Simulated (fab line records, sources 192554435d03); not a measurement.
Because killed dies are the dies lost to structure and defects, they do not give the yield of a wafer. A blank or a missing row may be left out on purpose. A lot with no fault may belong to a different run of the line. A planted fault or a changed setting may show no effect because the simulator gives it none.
fab line records	flow n5Finfet
record lots=9	wafers=27	lastDay=19
route steps=1938 shown BEOL_M12@1617 PASSIVATION@1936
lots that met no fault: taken from a fault-free run of the same line
startH: hours from the record's opening day to when the first of the lot's shown wafers began	waitH: hours since the lot's step before	" same as the row above	L1.1+2: a row that stands for several wafers	- either no value or no given start	* or withheld: withheld	< > ~ a bound
route shown NAME@n: names a module that has steps shown in the file, with the first one's number in the route	usual: mean/standard deviation taken from wafers without a fault	same: alike in all rows	chamber/n: place in a boat	sites: per-site readings	_std_site: standard deviation across them	_edge_site: mean of outer sites minus mean of inner sites	radiusMm: for every site, how far away it sits from the centre of the wafer	mask NAME#n: copy n	behind: the last tool/chamber to shape the wafer	hold: why the lot went on hold/how many hours it stayed there/how the hold came to an end	device: whichever transistor did not switch (one of n, p or np)	end of line: the route-end tests of the same wafers	a step without rows: its recipe alone	killed: not the wafer's yield, but the dies lost to structure and defects at the first sort	map: a wafer's dies, x killed, . not, _ none there
set.NAME: setting as actually run; set.NAME@STEP: the setting as run at that earlier step	model.NAME: the simulator's own value behind a step, which no gauge read
steps of the route over a sample of lots; a table a step, a row a wafer
services: when a tool's chamber went out of use (startH, in hours from the record's first day, below 0 if earlier), for how many hours, and the reason
## steps
# step N5_BEOL_M12_VIA_ETCH_16
# recipe chemistry=C4F8/O2/Ar	target=SiOC	pressureMtorr=30	sourceW=3000	biasW=700	Ar_flow_sccm=400	C4F8_flow_sccm=15	O2_flow_sccm=8	heInnerTorr=15	heOuterTorr=30	targetDepthA=7248	timeS=withheld	ionEnergyEv=250	ends=cleared
# usual drypumpMotorCurrentA=5.6/0.32	heInnerTorr=15.00/0.034	heOuterTorr=30.01/0.057	oesProductAu=0.71/0.073	rfVppV=666.0/2.5	showerheadPlenumPTorr=3.44/0.082	throttleValvePct=24.18/0.24
lot.wafer	tool	chamber	startH	waitH	drypumpMotorCurrentA	heInnerTorr	heOuterTorr	oesProductAu	rfVppV	showerheadPlenumPTorr	throttleValvePct
L488.2	rieDiel-01	0	235.06	0.0	5.8	15.01	30.07	0.75	669.7	3.57	23.75
L488.4	"	3	"	"	5.5	15.00	30.02	0.77	662.7	3.35	23.97
L488.5	"	0	"	"	5.7	14.96	30.04	0.75	670.4	3.57	23.75
L490.1	rieDiel-01	3	243.90	0.0	5.5	15.01	29.97	0.76	662.0	3.35	23.97
L490.2	"	1	"	"	5.5	15.01	30.08	0.67	667.8	3.52	24.33
L490.4	"	3	"	"	5.5	15.06	30.02	0.76	662.9	3.35	23.99
L492.1	rieDiel-03	3	258.22	0.0	5.2	14.99	30.11	0.64	664.7	3.39	24.21
L492.4	"	0	"	"	5.3	15.04	29.96	0.80	668.5	3.51	24.47
L492.6	"	0	"	"	5.3	14.99	30.00	0.81	667.1	3.52	24.48
L503.1	rieDiel-01	3	329.72	0.0	5.5	15.01	29.88	0.73	663.3	3.33	24.01
L503.5	"	2	"	"	5.7	14.98	29.97	0.80	668.6	3.48	24.24
L503.6	"	3	"	"	5.5	15.01	30.02	0.73	663.5	3.33	24.01
L504.1	rieDiel-03	2	342.57	0.0	6.3	15.02	30.07	0.89	663.2	3.35	23.98
L504.2	"	3	"	"	5.1	15.02	29.91	0.62	663.7	3.38	24.24
L504.4	"	1	"	"	5.8	15.02	30.00	0.66	665.4	3.39	24.12
L505.2	rieDiel-03	3	343.85	0.0	5.1	15.02	30.03	0.62	665.4	3.38	24.24
L505.4	"	1	"	"	5.8	14.97	29.93	0.66	665.5	3.39	24.11
L505.5	"	0	"	"	5.3	14.99	30.08	0.76	668.5	3.50	24.50
L506.2	rieDiel-06	3	344.30	0.0	5.1	15.03	29.98	0.60	668.3	3.54	24.86
L506.4	"	0	"	"	5.9	14.99	29.98	0.71	661.2	3.28	23.96
L506.6	"	0	"	"	5.9	15.01	29.98	0.70	661.7	3.28	23.96
L508.1	rieDiel-03	2	380.96	0.0	6.3	14.98	30.01	0.84	664.3	3.34	23.99
L508.3	"	1	"	"	5.8	14.96	30.07	0.65	664.7	3.39	24.11
L508.6	"	3	"	"	5.2	15.02	29.97	0.61	663.7	3.37	24.27
L509.1	rieDiel-01	3	413.20	0.0	5.5	15.03	29.96	0.70	662.0	3.32	24.03
L509.3	"	0	"	"	5.8	15.05	29.95	0.69	669.2	3.54	23.82
L509.4	"	2	"	"	5.7	15.01	30.01	0.77	666.6	3.47	24.29
# step N5_BEOL_M12_ETCH_68
# recipe chemistry=N2/H2	target=SOC	maskMaterial=SiARC	sourceW=3000	biasW=350	tempC=40	timeS=285	ionEnergyEv=200	pressureMtorr=30	n2FlowSccm=200	h2FlowSccm=200
# usual drypumpMotorCurrentA=5.57/0.25	oesProductAu=0.79/0.078	rfVppV=524.5/2.1	runLengthS=308.3/0.44	showerheadPlenumPTorr=2.57/0.077	throttleValvePct=17.80/0.27
lot.wafer	tool	chamber	startH	waitH	drypumpMotorCurrentA	oesProductAu	rfHoursCounterH	rfVppV	runLengthS	showerheadPlenumPTorr	throttleValvePct
L488.2	rieDiel-01	0	236.23	0.1	5.77	0.82	79	526.1	307.7	2.70	17.54
L488.4	"	0	"	"	5.78	0.83	-	527.3	307.7	2.70	17.53
L488.5	"	3	"	"	5.52	0.84	-	521.6	308.4	2.48	17.56
L490.1	rieDiel-01	3	245.14	0.1	5.51	0.83	68	520.8	308.6	2.48	17.55
L490.2	"	1	"	"	5.47	0.73	202	527.0	307.5	2.64	18.02
L490.4	"	0	"	"	5.70	0.82	-	527.9	308.4	2.70	17.55
L492.1	rieDiel-01	0	259.50	0.1	5.74	0.80	91	526.5	291.5	2.69	17.56
L492.4	"	0	"	"	5.75	0.80	-	527.8	308.1	2.69	17.55
L492.6	"	1	"	"	5.49	0.74	-	526.5	307.5	2.64	18.04
L503.1	rieDiel-03	0	330.73	0.1	5.32	0.85	44	526.7	308.6	2.56	17.58
L503.5	"	1	"	"	5.77	0.74	-	523.6	307.7	2.52	17.65
L503.6	"	3	"	"	5.15	0.69	-	522.6	307.9	2.53	17.99
L504.1	rieDiel-01	1	343.57	0.1	5.46	0.72	237	525.6	307.6	2.62	18.08
L504.2	"	3	"	"	5.50	0.81	104	521.6	309.0	2.47	17.63
L504.4	"	0	"	"	5.74	0.79	121	526.2	308.0	2.68	17.61
L505.2	rieDiel-01	2	344.97	0.1	5.69	0.89	31	525.5	308.4	2.60	17.89
L505.4	"	3	"	"	5.49	0.81	104	521.9	308.6	2.47	17.63
L505.5	"	1	"	"	5.48	0.72	-	525.2	307.6	2.62	18.09
L506.2	rieDiel-01	0	345.56	0.1	5.75	0.79	122	526.9	308.2	2.68	17.61
L506.4	"	2	"	"	5.66	0.88	31	526.0	308.0	2.60	17.88
L506.6	"	2	"	"	5.70	0.89	-	525.4	307.9	2.60	17.88
L508.1	rieDiel-01	1	382.08	0.1	5.47	0.70	249	525.0	307.5	2.62	18.10
L508.3	"	3	"	"	5.50	0.80	115	521.4	309.2	2.46	17.64
L508.6	"	1	"	"	5.48	0.70	-	525.0	307.7	2.62	18.09
L509.1	rieDiel-03	3	414.20	0.1	5.15	0.67	246	523.0	308.2	2.52	18.04
L509.3	"	0	"	"	5.29	0.81	73	525.5	309.1	2.55	17.64
L509.4	"	1	"	"	5.77	0.72	199	523.0	307.7	2.51	17.70
# step N5_BEOL_M12_TRENCH_ETCH_34
# recipe chemistry=C4F8/O2/Ar	target=SiOC	targetDepthA=3189.5	maskMaterial=SOC	pressureMtorr=30	sourceW=3000	biasW=700	Ar_flow_sccm=400	C4F8_flow_sccm=15	O2_flow_sccm=8	heInnerTorr=15	heOuterTorr=30	timeS=125.5	ionEnergyEv=250
# usual drypumpMotorCurrentA=5.57/0.25	heInnerTorr=14.998/0.029	heOuterTorr=29.99/0.055	oesProductAu=0.79/0.078	rfVppV=666.4/2.6	showerheadPlenumPTorr=3.45/0.088	throttleValvePct=24.20/0.28
lot.wafer	tool	chamber	startH	waitH	drypumpMotorCurrentA	heInnerTorr	heOuterTorr	oesProductAu	rfHoursCounterH	rfVppV	showerheadPlenumPTorr	throttleValvePct
L488.2	rieDiel-01	0	236.42	0.0	5.76	15.022	30.07	0.83	79	669.9	3.57	23.75
L488.4	"	0	"	"	5.75	15.048	30.00	0.84	-	669.6	3.57	23.75
L488.5	"	3	"	"	5.48	14.980	29.97	0.85	-	663.6	3.35	23.96
L490.1	rieDiel-01	3	245.32	0.0	5.49	14.952	29.97	0.84	68	662.5	3.35	23.98
L490.2	"	1	"	"	5.50	15.016	29.99	0.74	202	668.0	3.52	24.33
L490.4	"	0	"	"	5.73	15.007	30.00	0.81	-	670.3	3.57	23.75
L492.1	rieDiel-01	0	259.68	0.0	5.74	15.002	30.02	0.81	91	670.5	3.57	23.75
L492.4	"	0	"	"	5.74	15.014	30.01	0.81	-	670.5	3.57	23.77
L492.6	"	1	"	"	5.48	14.921	29.95	0.73	-	668.4	3.51	24.34
L503.1	rieDiel-03	0	330.91	0.0	5.32	15.032	29.97	0.85	44	666.5	3.50	24.49
L503.5	"	1	"	"	5.77	14.982	30.02	0.73	-	665.5	3.40	24.10
L503.6	"	3	"	"	5.15	15.006	29.99	0.69	-	663.7	3.38	24.23
L504.1	rieDiel-01	1	343.75	0.0	5.50	15.004	29.99	0.72	238	667.5	3.50	24.38
L504.2	"	3	"	"	5.50	15.003	29.87	0.81	104	662.8	3.33	24.01
L504.4	"	0	"	"	5.73	15.033	30.04	0.78	121	668.9	3.55	23.79
L505.2	rieDiel-01	2	345.16	0.0	5.69	14.972	30.00	0.90	31	666.7	3.48	24.24
L505.4	"	3	"	"	5.50	14.992	30.05	0.81	104	663.4	3.33	24.02
L505.5	"	1	"	"	5.47	14.971	29.99	0.72	-	667.8	3.50	24.38
L506.2	rieDiel-01	0	345.75	0.0	5.73	14.989	29.94	0.78	122	669.3	3.55	23.80
L506.4	"	2	"	"	5.66	14.981	29.97	0.89	31	667.1	3.48	24.24
L506.6	"	2	"	"	5.68	15.019	29.94	0.89	-	667.1	3.48	24.26
L508.1	rieDiel-01	1	382.27	0.0	5.48	15.011	30.04	0.71	249	667.4	3.49	24.39
L508.3	"	3	"	"	5.49	14.990	29.91	0.80	115	662.9	3.32	24.04
L508.6	"	1	"	"	5.49	15.014	30.13	0.71	-	666.8	3.49	24.39
L509.1	rieDiel-03	3	414.39	0.0	5.15	15.011	29.89	0.66	246	663.9	3.36	24.28
L509.3	"	0	"	"	5.29	15.013	29.99	0.81	73	667.1	3.49	24.54
L509.4	"	1	"	"	5.76	15.040	29.99	0.70	199	665.3	3.38	24.14
# step N5_BEOL_M12_ETCH_38
# recipe chemistry=CF4/N2	target=SiCN	targetDepthA=687	taperDeg=2	timeS=73.4	ionEnergyEv=150	maskMaterial=SiO2	pressureMtorr=40	sourceW=430	biasW=70	Ar_flow_sccm=100	cf4FlowSccm=60	n2FlowSccm=60
# usual drypumpMotorCurrentA=5.56/0.3	oesProductAu=0.78/0.08	rfVppV=382.7/1.5	showerheadPlenumPTorr=2.22/0.055	throttleValvePct=15.50/0.24
lot.wafer	tool	chamber	startH	waitH	drypumpMotorCurrentA	oesProductAu	rfHoursCounterH	rfVppV	showerheadPlenumPTorr	throttleValvePct
L488.2	rieDiel-03	0	238.07	-	5.33	0.88	13	384.1	2.25	15.44
L488.4	"	2	"	"	6.28	0.68	226	382.1	2.17	15.58
L488.5	"	3	"	"	5.13	0.70	-	382.0	2.20	15.55
L490.1	rieDiel-01	0	248.46	-	5.75	0.83	87	384.3	2.32	15.10
L490.2	"	1	"	"	5.46	0.74	205	384.5	2.28	15.73
L490.4	"	3	"	"	5.49	0.83	-	381.2	2.15	15.15
L492.1	rieDiel-06	0	263.44	-	5.92	0.82	96	380.6	2.13	15.28
L492.4	"	1	"	"	5.60	0.69	249	383.5	2.25	15.88
L492.6	"	2	"	"	5.53	0.81	-	381.8	2.22	15.46
L503.1	rieDiel-06	0	331.43	-	5.91	0.79	119	380.2	2.13	15.31
L503.5	"	0	"	"	5.90	0.79	-	380.2	2.13	15.30
L503.6	"	1	"	"	5.63	0.95	-	384.6	2.24	15.42
L504.1	rieDiel-01	1	345.28	-	5.47	0.71	238	383.4	2.27	15.78
L504.2	"	3	"	"	5.51	0.79	104	380.7	2.14	15.22
L504.4	"	2	"	"	5.65	0.86	31	384.0	2.25	15.40
L505.2	rieDiel-06	3	345.54	-	5.15	0.68	230	382.7	2.28	16.02
L505.4	"	0	"	"	5.91	0.80	124	380.6	2.13	15.32
L505.5	"	3	"	"	5.11	0.68	-	383.8	2.28	16.01
L506.2	rieDiel-06	2	346.02	-	5.50	0.78	131	381.1	2.21	15.52
L506.4	"	1	"	"	5.62	0.92	23	383.9	2.24	15.44
L506.6	"	0	"	"	5.91	0.79	-	379.2	2.13	15.31
L508.1	rieDiel-01	3	383.76	-	5.49	0.78	115	381.7	2.14	15.23
L508.3	"	2	"	"	5.70	0.86	43	382.9	2.25	15.44
L508.6	"	0	"	"	5.71	0.77	-	384.0	2.30	15.19
L509.1	rieDiel-06	1	416.04	-	5.66	0.89	46	382.1	2.23	15.49
L509.3	"	2	"	"	5.47	0.76	156	381.2	2.20	15.58
L509.4	"	3	"	"	5.14	0.67	252	383.3	2.28	16.06
# step N5_PASSIVATION_PROBE_49
# usual defectLimitedYield=91.0/1.3	killed_at_M0_to_M3=33/10	killed_at_M4_up=14/5.6	killedAtContacts=12/5.8	killedAtFrontEnd=43/11	killedAtOther=4.1/2.8	killedDies=106/15	killedOpen=70/12	killedShort=34/7.5	sort_bin_4_leakage=0.00/0.0099	sort_bin_5_function=5.3/0.88	sort_bin_6_memory=3.3/0.64	sort_bin_8_speed=0.00/0.016	sortNPass=1074/15	sortYieldPct=91.0/1.3
# same grossDies=1180	killedAtBackSide=0
lot.wafer	tool	chamber	startH	waitH	defectLimitedYield[%]	killed_at_M0_to_M3	killed_at_M4_up	killedAtContacts	killedAtFrontEnd	killedAtOther	killedDies	killedOpen	killedShort	sort_bin_4_leakage[%]	sort_bin_5_function[%]	sort_bin_6_memory[%]	sort_bin_8_speed[%]	sortNPass	sortYieldPct[%]
L490.1	prober-01	-	292.20	0.0	92.4	30	17	9	30	4	90	67	23	0	4.5	3.0	0	1090	92.4
L490.2	prober-01	-	292.25	0.1	91.4	36	10	7	43	5	101	68	27	0	5.7	2.5	0	1079	91.4
L490.4	prober-01	-	292.35	0.2	88.8	55	13	17	44	3	132	77	52	0	6.1	4.8	0	1048	88.8
L492.1	prober-01	-	298.95	0.0	91.3	30	9	9	49	6	103	73	30	0	4.8	3.6	0	1077	91.3
L492.4	prober-01	-	299.10	0.2	90.2	28	15	15	51	7	116	77	39	0	5.6	3.9	0	1064	90.2
L492.6	prober-01	-	299.20	0.3	90.5	30	17	14	46	5	112	81	29	0	5.3	3.9	0	1068	90.5
L503.1	prober-01	-	367.95	0.0	94.2	26	6	12	22	2	68	39	27	0	3.7	1.8	0	1112	94.2
L503.5	prober-01	-	368.15	0.2	91.9	28	11	9	38	9	95	57	37	0	4.2	3.3	0	1085	91.9
L503.6	prober-01	-	368.20	0.3	91.2	33	16	16	32	7	104	77	27	0	4.9	3.6	0	1076	91.2
L509.1	prober-01	-	449.96	0.0	91.0	40	7	18	36	5	106	65	39	0	5.3	3.1	0	1074	91.0
L509.3	prober-01	-	450.06	0.1	93.5	27	9	5	30	6	77	47	25	0	4.2	2.0	0	1103	93.5
L509.4	prober-01	-	450.11	0.2	91.8	32	12	22	28	3	97	68	27	0	4.8	3.1	0	1083	91.8
# killed by level:class
L490.1 BEOL_M3:geometricParticle:open=11 BEOL_M4:geometricParticle:open=10 BEOL_M2:geometricParticle:open=8 MOL_CONTACT_COAG:geometricParticle:open=8 DUMMY_GATE:geometricParticle:open=6 STI_FIN_REVEAL:geometricParticle:open=5 ILD0:geometricParticle:short=4 BEOL_M4:geometricParticle:short=4
L490.2 BEOL_M2:geometricParticle:open=10 BEOL_M3:geometricParticle:open=10 FIN_SAQP:geometricParticle:open=8 STI_FIN_REVEAL:geometricParticle:open=8 DUMMY_GATE:geometricParticle:open=5 BEOL_M4:geometricParticle:open=5 GATE_CUT:geometricParticle:short=4 MOL_CONTACT_COAG:geometricParticle:open=4
L490.4 FIN_SAQP:geometricParticle:short=12 BEOL_M0_SAQP:geometricParticle:short=11 MOL_CONTACT_COAG:geometricParticle:open=11 BEOL_M0_SAQP:geometricParticle:open=11 FIN_SAQP:geometricParticle:open=10 BEOL_M1:geometricParticle:open=7 BEOL_M3:geometricParticle:open=7 BEOL_M2:geometricParticle:open=6
L492.1 STI_FIN_REVEAL:geometricParticle:open=10 FIN_SAQP:geometricParticle:open=9 GATE_CUT:geometricParticle:open=8 BEOL_M0_SAQP:geometricParticle:open=7 MOL_CONTACT_COAG:geometricParticle:open=6 BEOL_M3:geometricParticle:open=5 STARTING-WAFER:geometricParticle:open=5 FIN_SAQP:geometricParticle:short=4
L492.4 MOL_CONTACT_COAG:geometricParticle:open=15 FIN_SAQP:geometricParticle:short=12 STI_FIN_REVEAL:geometricParticle:open=10 BEOL_M0_SAQP:geometricParticle:short=9 BEOL_M3:geometricParticle:open=8 GATE_CUT:geometricParticle:open=7 BEOL_M4:geometricParticle:open=7 FIN_SAQP:geometricParticle:open=6
L492.6 FIN_SAQP:geometricParticle:open=17 STI_FIN_REVEAL:geometricParticle:open=10 BEOL_M3:geometricParticle:open=10 MOL_CONTACT_COAG:geometricParticle:open=9 FIN_SAQP:geometricParticle:short=7 BEOL_M4:geometricParticle:open=6 MOL_CONTACT_COAG:geometricParticle:short=5 BEOL_M2:geometricParticle:open=5
L503.1 BEOL_M1:geometricParticle:open=10 MOL_CONTACT_COAG:geometricParticle:open=9 FIN_SAQP:geometricParticle:short=8 BEOL_M0_SAQP:geometricParticle:short=4 BEOL_M2:geometricParticle:open=4 FIN_SAQP:geometricParticle:open=3 MOL_CONTACT_COAG:geometricParticle:short=3 BEOL_M0_SAQP:geometricParticle:open=3
L503.5 FIN_SAQP:geometricParticle:open=10 MOL_CONTACT_COAG:geometricParticle:open=8 BEOL_M3:geometricParticle:open=7 GATE_CUT:geometricParticle:short=6 BEOL_M2:geometricParticle:open=6 FIN_SAQP:geometricParticle:short=5 BEOL_M2:geometricParticle:short=5 BEOL_M0_SAQP:geometricParticle:short=5
L503.6 MOL_CONTACT_COAG:geometricParticle:open=14 BEOL_M3:geometricParticle:open=13 DUMMY_GATE:geometricParticle:open=10 BEOL_M1:geometricParticle:open=6 STI_FIN_REVEAL:geometricParticle:open=5 BEOL_M5:geometricParticle:open=5 BEOL_M0_SAQP:geometricParticle:short=4 BEOL_M2:geometricParticle:open=4
L509.1 BEOL_M0_SAQP:geometricParticle:short=13 MOL_CONTACT_COAG:geometricParticle:open=12 FIN_SAQP:geometricParticle:open=9 BEOL_M0_SAQP:geometricParticle:open=8 BEOL_M2:geometricParticle:open=6 MOL_CONTACT_COAG:geometricParticle:short=6 BEOL_M3:geometricParticle:open=6 FIN_SAQP:geometricParticle:short=5
L509.3 STI_FIN_REVEAL:geometricParticle:open=13 BEOL_M1:geometricParticle:open=8 BEOL_M0_SAQP:geometricParticle:open=7 FIN_SAQP:geometricParticle:short=5 MOL_CONTACT_COAG:geometricParticle:open=5 BEOL_M0_SAQP:geometricParticle:short=5 BEOL_M3:geometricParticle:short=4 BEOL_M8:geometricParticle:open=4
L509.4 MOL_CONTACT_COAG:geometricParticle:open=20 BEOL_M0_SAQP:geometricParticle:short=7 BEOL_M0_SAQP:geometricParticle:open=7 STI_FIN_REVEAL:geometricParticle:open=5 DUMMY_GATE:geometricParticle:open=5 BEOL_M3:geometricParticle:open=5 BEOL_M4:geometricParticle:open=5 FIN_SAQP:geometricParticle:short=4
## services
tool	chamber	startH	hours	kind
rieDiel-06	-	232.17	14.6	pm
rieDiel-01	2	232.53	-	clean
rieDiel-01	2	232.53	-	consumableReplace:focusRing
rieDiel-01	2	232.53	27.3	scheduledDown
rieDiel-01	2	232.53	27.3	ventCycle
rieDiel-03	2	263.59	3.8	repair
rieDiel-06	1	265.85	-	clean
rieDiel-06	1	265.85	-	consumableReplace:focusRing
rieDiel-06	1	265.85	16.0	scheduledDown
rieDiel-06	1	265.85	16.0	ventCycle
rieDiel-03	2	313.92	-	clean
rieDiel-03	2	313.92	-	consumableReplace:focusRing
rieDiel-03	2	313.92	18.7	scheduledDown
rieDiel-03	2	313.92	18.7	ventCycle
rieDiel-03	0	317.64	4.0	repair
rieDiel-01	1	338.06	3.9	repair
rieDiel-03	1	354.52	4.8	repair
rieDiel-03	-	372.66	0.1	repair
rieDiel-01	1	383.90	-	clean
rieDiel-01	1	383.90	-	consumableReplace:focusRing
rieDiel-01	1	383.90	12.7	scheduledDown
rieDiel-01	1	383.90	12.7	ventCycle
rieDiel-06	3	400.20	6.6	repair
## key
firstSign step=N5_BEOL_M12_ETCH_68	reading=runLengthS	direction=down	sigmas=38	usual=*	struck=*
effect none on later readings
metAt N5_BEOL_M12_ETCH_68
struckLots L492
struckWafers L492.1
notActingAt N5_BEOL_M12_VIA_ETCH_16,N5_BEOL_M12_TRENCH_ETCH_34,N5_BEOL_M12_ETCH_38
onsetBetween 245.14 259.50
fault kind=processParameterDrift	tool=rieDiel-01	chamber=-	onsetH=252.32	steps=N5_BEOL_M12_ETCH_68	channel=timeS	offset=*	shape=step	endH=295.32	scope=struckWafersOnly	actsIn=*	stated=*
